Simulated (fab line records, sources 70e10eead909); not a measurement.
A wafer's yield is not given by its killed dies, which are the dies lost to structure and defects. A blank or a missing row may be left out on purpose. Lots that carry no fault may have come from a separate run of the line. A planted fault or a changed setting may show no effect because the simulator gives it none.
Which tool was responsible? | flow nandHarc | Sampling: 7 lots, 21 wafers, 4 of 1302 route steps

WHAT THE GAUGES SHOWED, per wafer
NHARC_END_SORT_01.
lot  | measured     | on        | killedAtArray
L441 | day 24 19:12 | prober-01 | 30 34 18
L444 | day 25 07:27 | prober-01 | 46 50 59
L453 | day 29 03:23 | prober-01 | 675 672 673
L457 | day 30 19:56 | prober-02 | 58 62 53
L459 | day 31 19:32 | prober-01 | 40 35 51
L463 | day 33 05:57 | prober-02 | 66 77 63
L464 | day 33 23:45 | prober-02 | 38 31 35

TOOL THAT RAN EACH LOT (tool first, then ch and the chambers of the sampled wafers, then the start)
lot  | NHARC_A_CONTACT_ETCH_116           | NHARC_A_CONTACT_ETCH_121           | NHARC_A_CONTACT_DEP_58
L441 | harCapEtch-03 ch 0,1, day 22 00:22 | harCapEtch-03 ch 0,1, day 22 01:14 | pecvd-03 ch 1,2, day 22 06:59
L444 | harCapEtch-02 ch 0,1, day 22 13:53 | harCapEtch-02 ch 0,1, day 22 14:44 | pecvd-02 ch 1,2, day 22 21:21
L453 | harCapEtch-03 ch 0,1, day 26 04:27 | harCapEtch-03 ch 0,1, day 26 05:18 | pecvd-03 ch 0,1, day 26 13:53
L457 | harCapEtch-02 ch 0,1, day 27 21:58 | harCapEtch-02 ch 0,1, day 27 22:50 | pecvd-01 ch 0,1,2, day 28 04:37
L459 | harCapEtch-01 ch 0,1, day 28 21:57 | harCapEtch-01 ch 0,1, day 28 22:49 | pecvd-02 ch 1,2, day 29 09:48
L463 | harCapEtch-02 ch 0,1, day 30 07:02 | harCapEtch-02 ch 0,1, day 30 07:54 | pecvd-03 ch 0,2, day 30 13:39
L464 | harCapEtch-03 ch 0,1, day 31 00:17 | harCapEtch-03 ch 0,1, day 31 01:09 | pecvd-01 ch 0,1, day 31 06:55
- NHARC_A_CONTACT_ETCH_116: etches the open film in C4F8/O2/Ar, time 190 s, target depth 1850 nm.
- NHARC_A_CONTACT_ETCH_121: etches the open film in C4F8/O2/Ar, time 190 s, target depth 1850 nm.
- NHARC_A_CONTACT_DEP_58: deposits SiON, target thk 90 nm.

THE ANSWER, worked out from the rows above alone
Rule: usual is defined by the lots themselves. The widest of any qualifying gaps counts: lots, ordered by their means at a reading, are off when they make up no more than a third of the lots, leave a main group of 4 or more, and stand apart from it by 3 or more times the standard deviation of that group's means. Not used: any main group whose means are identical at the precision the tables above print for the reading. Also off: a lot with no number at a reading for which 4 or more lots have one. Where the step has rows for the other lots, those lots are counted as sound.
Off at NHARC_END_SORT_01 (killedAtArray): L453. Mean 47 and standard deviation 14 in the main group.
If a tool, at a process step before that reading, ran all the lots that are off and no sound lot after the first of them, it fits. The gauges at NHARC_END_SORT_01 are tried like those tools. Not one of the candidates tried fits.

WHAT HAD BEEN PUT IN BY THE SIMULATOR
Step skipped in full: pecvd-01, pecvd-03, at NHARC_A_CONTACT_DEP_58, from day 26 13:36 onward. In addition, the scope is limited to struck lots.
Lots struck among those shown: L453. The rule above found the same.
